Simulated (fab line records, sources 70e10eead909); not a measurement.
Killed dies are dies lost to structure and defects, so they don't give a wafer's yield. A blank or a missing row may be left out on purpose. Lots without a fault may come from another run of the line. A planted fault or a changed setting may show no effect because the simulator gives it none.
Which tool did it? | flow nand_harc | 13 lots, 39 wafers sampled, at 6 steps of a route of 1302

WHAT THE GAUGES READ, wafer by wafer
NHARC_A_M1_OVL_MEAS_10: pitch 240 nm. Usual: overlay_x_nm 0.1 nm, standard deviation 0.79; overlay_y_nm 0.1 nm, standard deviation 0.73.
lot  | measured     | on         | overlay_x_nm (nm) | overlay_y_nm (nm) | flag
L440 | day 23 07:28 | overlay-01 | 0.8 1.5 1.0       | -0.3 -0.8 -0.3    |
L441 | day 23 07:56 | overlay-01 | -0.3 -0.3 -0.5    | -0.9 -0.3 -0.4    |
L442 | day 24 14:16 | overlay-02 | 0.6 -0.1 0.1      | -0.2 0.2 0.4      |
L445 | day 25 10:37 | overlay-02 | 0.5 0.5 0.6       | -0.1 -0.5 0.0     |
L446 | day 25 12:51 | overlay-02 | 0.8 0.9 1.0       | -0.3 -0.6 -0.1    |
L447 | day 26 12:34 | overlay-02 | -0.4 -0.5 -0.2    | -0.2 -0.1 -0.1    |
L448 | day 26 16:37 | overlay-01 | 1.5 0.7 0.3       | 0.7 0.6 1.2       |
L452 | day 28 12:25 | overlay-01 | 28.8 27.8 27.8    | 1.7 1.9 1.2       | OFF
L453 | day 30 08:23 | overlay-02 | 29.2 28.8 29.6    | -0.3 -0.2 0.1     | OFF
L458 | day 30 13:48 | overlay-01 | -1.9 -2.5 -2.1    | -0.5 0.0 -0.3     |
L457 | day 30 15:54 | overlay-01 | 28.2 28.1 28.1    | -0.5 -0.5 -0.4    | OFF
L459 | day 31 10:43 | overlay-01 | 0.6 -0.1 0.1      | -0.2 -0.4 -0.2    |
L462 | day 32 10:11 | overlay-02 | -0.2 -0.9 -0.6    | -1.2 -0.8 -0.8    |

NHARC_END_SORT_01. Usual: defect_limited_yield 91 %, standard deviation 3.2; killed_at_array 53, standard deviation 21; killed_at_other 0.8, standard deviation 1.1; killed_at_periphery 4.2, standard deviation 2.7; killed_dies 58, standard deviation 22; killed_open 3.4, standard deviation 1.9; killed_short 2.5, standard deviation 1.6; sort_bin_2_pct 3.1 %, standard deviation 1.4; sort_bin_3_pct 0.6 %, standard deviation 0.43; sort_bin_4_pct 4.9 %, standard deviation 1.7; sort_n_pass 619, standard deviation 22; sort_rim_yield_pct 96.9 %, standard deviation 1.8; sort_yield_pct 91 %, standard deviation 3.2.
lot  | measured     | on        | defect_limited_yield (%) | killed_at_array | killed_at_other | killed_at_periphery | killed_dies | killed_open | killed_short | sort_bin_2_pct (%) | sort_bin_3_pct (%) | sort_bin_4_pct (%) | sort_n_pass | sort_rim_yield_pct (%) | sort_yield_pct (%) | flag
L452 | day 30 00:29 | prober-01 | 91 92 92                 | 55 53 54        | 1 0 0           | 8 3 3               | 64 56 57    | 4 2 3       | 4 1 2        | 3.8 3.7 3.0        | 0.3 0.6 0.9        | 5.3 4.0 4.6        | 613 621 620 | 96.2 97.2 96.2         | 91 92 92           |

WHICH TOOL RAN EACH LOT (tool, then ch and the chambers of the sampled wafers, then the start)
lot  | NHARC_A_M0_PVD_20                       | NHARC_A_M1_EXPOSE_06               | NHARC_A_M1_DEGAS_29          | NHARC_A_M1_PRE_CLEAN_30
L440 | pvd_sputter-02, day 23 07:14 or earlier | arfi_scanner-01 ch 0, day 23 07:14 | pvd_sputter-03, day 23 08:37 | pvd_sputter-03, no start
L441 | pvd_sputter-01, day 23 07:43 or earlier | arfi_scanner-02 ch 0, day 23 07:43 | pvd_sputter-01, day 23 09:04 | pvd_sputter-01, no start
L442 | pvd_sputter-02, day 24 14:02 or earlier | arfi_scanner-02 ch 0, day 24 14:02 | pvd_sputter-03, day 24 15:23 | pvd_sputter-03, no start
L445 | pvd_sputter-03, day 25 10:23 or earlier | arfi_scanner-01 ch 0, day 25 10:23 | pvd_sputter-03, day 25 11:44 | pvd_sputter-03, no start
L446 | pvd_sputter-03, day 25 12:37 or earlier | arfi_scanner-03 ch 0, day 25 12:37 | pvd_sputter-01, day 25 14:00 | pvd_sputter-01, no start
L447 | pvd_sputter-01, day 26 12:20 or earlier | arfi_scanner-02 ch 0, day 26 12:20 | pvd_sputter-03, day 26 13:43 | pvd_sputter-03, no start
L448 | pvd_sputter-03, day 26 16:23 or earlier | arfi_scanner-03 ch 0, day 26 16:23 | pvd_sputter-02, day 26 17:45 | pvd_sputter-02, no start
L452 | pvd_sputter-01, day 28 12:11 or earlier | arfi_scanner-03 ch 0, day 28 12:11 | pvd_sputter-01, day 28 13:33 | pvd_sputter-01, day 30 00:29 or earlier
L453 | pvd_sputter-03, day 30 08:09 or earlier | arfi_scanner-03 ch 0, day 30 08:09 | pvd_sputter-02, day 30 09:29 | pvd_sputter-02, no start
L458 | pvd_sputter-01, day 30 13:34 or earlier | arfi_scanner-02 ch 0, day 30 13:34 | pvd_sputter-02, day 30 14:58 | pvd_sputter-02, no start
L457 | pvd_sputter-02, day 30 15:40 or earlier | arfi_scanner-03 ch 0, day 30 15:40 | pvd_sputter-02, day 30 17:04 | pvd_sputter-02, no start
L459 | pvd_sputter-03, day 31 10:29 or earlier | arfi_scanner-02 ch 0, day 31 10:29 | pvd_sputter-01, day 31 11:50 | pvd_sputter-01, no start
L462 | pvd_sputter-02, day 32 09:58 or earlier | arfi_scanner-01 ch 0, day 32 09:58 | pvd_sputter-03, day 32 11:43 | pvd_sputter-03, no start
- NHARC_A_M0_PVD_20: deposits TaN, target thk 5 nm, time 8.06 s.
- NHARC_A_M1_EXPOSE_06: exposes mask A M1, target cd 120 nm.
- NHARC_A_M1_DEGAS_29: time 60 s.
- NHARC_A_M1_PRE_CLEAN_30: time 30 s.

WHAT THE TOOLS THEMSELVES READ (means of the sampled wafers that have a number; where no wafer has one, the mark that the record gives instead)
NHARC_A_M0_PVD_20. Usual: throttle_valve_pct 30.1 %, standard deviation 0.83.
lot  | tool           | throttle_valve_pct (%) | flag
L440 | pvd_sputter-02 | 29.7                   |
L441 | pvd_sputter-01 | 30.0                   |
L442 | pvd_sputter-02 | 29.7                   |
L445 | pvd_sputter-03 | 30.0                   |
L446 | pvd_sputter-03 | 30.6                   |
L447 | pvd_sputter-01 | 30.7                   |
L448 | pvd_sputter-03 | 30.8                   |
L452 | pvd_sputter-01 | 29.7                   |
L453 | pvd_sputter-03 | 30.6                   |
L458 | pvd_sputter-01 | 29.4                   |
L457 | pvd_sputter-02 | 30.2                   |
L459 | pvd_sputter-03 | 30.0                   |
L462 | pvd_sputter-02 | 30.7                   |

NHARC_A_M1_DEGAS_29. Usual: heater_power_w 331 W, standard deviation 30.
lot  | tool           | heater_power_w (W) | flag
L440 | pvd_sputter-03 | 326                |
L441 | pvd_sputter-01 | 358                |
L442 | pvd_sputter-03 | 327                |
L445 | pvd_sputter-03 | 340                |
L446 | pvd_sputter-01 | 317                |
L447 | pvd_sputter-03 | 325                |
L448 | pvd_sputter-02 | 348                |
L452 | pvd_sputter-01 | 327                |
L453 | pvd_sputter-02 | 312                |
L458 | pvd_sputter-02 | 334                |
L457 | pvd_sputter-02 | 341                |
L459 | pvd_sputter-01 | 305                |
L462 | pvd_sputter-03 | 335                |

NHARC_A_M1_PRE_CLEAN_30. Usual: heater_power_w 405 W, standard deviation 37.
lot  | tool           | heater_power_w (W) | flag
L440 | pvd_sputter-03 | 403                |
L441 | pvd_sputter-01 | 390                |
L442 | pvd_sputter-03 | 435                |
L445 | pvd_sputter-03 | 408                |
L446 | pvd_sputter-01 | 412                |
L447 | pvd_sputter-03 | 402                |
L448 | pvd_sputter-02 | 424                |
L452 | pvd_sputter-01 | 404                |
L453 | pvd_sputter-02 | 433                |
L458 | pvd_sputter-02 | 412                |
L457 | pvd_sputter-02 | 420                |
L459 | pvd_sputter-01 | 389                |
L462 | pvd_sputter-03 | 422                |

THE ANSWER, worked out from the rows above alone
Rule: a lot is off if the mean of its wafers that have a number lies more than 3 standard deviations from the usual mean. A lot without any number at a reading at which 4 lots or more have one is off too. The other lots that the step has rows for count as sound. The gauges are gone through in route order, then the tools' own readings, and for those a lot's mean is taken as printed above. The first step at which some lot is off is used, and at that step the reading that is off furthest; a lot without a number counts as furthest.
Off: L452, L453, L457, at NHARC_A_M1_OVL_MEAS_10 (overlay_x_nm).
A tool fits if, at a process step before that reading, it ran every lot that is off, and no sound lot after the first of them. The gauges at NHARC_A_M1_OVL_MEAS_10 are tried like those tools. NHARC_A_M0_PVD_20 gives no start for some lots, so the hours and the order of its lots are those of NHARC_A_M1_EXPOSE_06. One fits: arfi_scanner-03 at NHARC_A_M1_EXPOSE_06. Its last sound lot is L448 (day 26 16:23), its first lot that is off L452 (day 28 12:11): a fault that began between those two fits.

WHAT THE SIMULATOR HAD PUT IN
Scanner matching overlay: arfi_scanner-03, from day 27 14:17 on, at NHARC_A_M1_EXPOSE_06. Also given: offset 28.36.
Lots struck among those shown: L452, L453, L457. The rule above found the same.
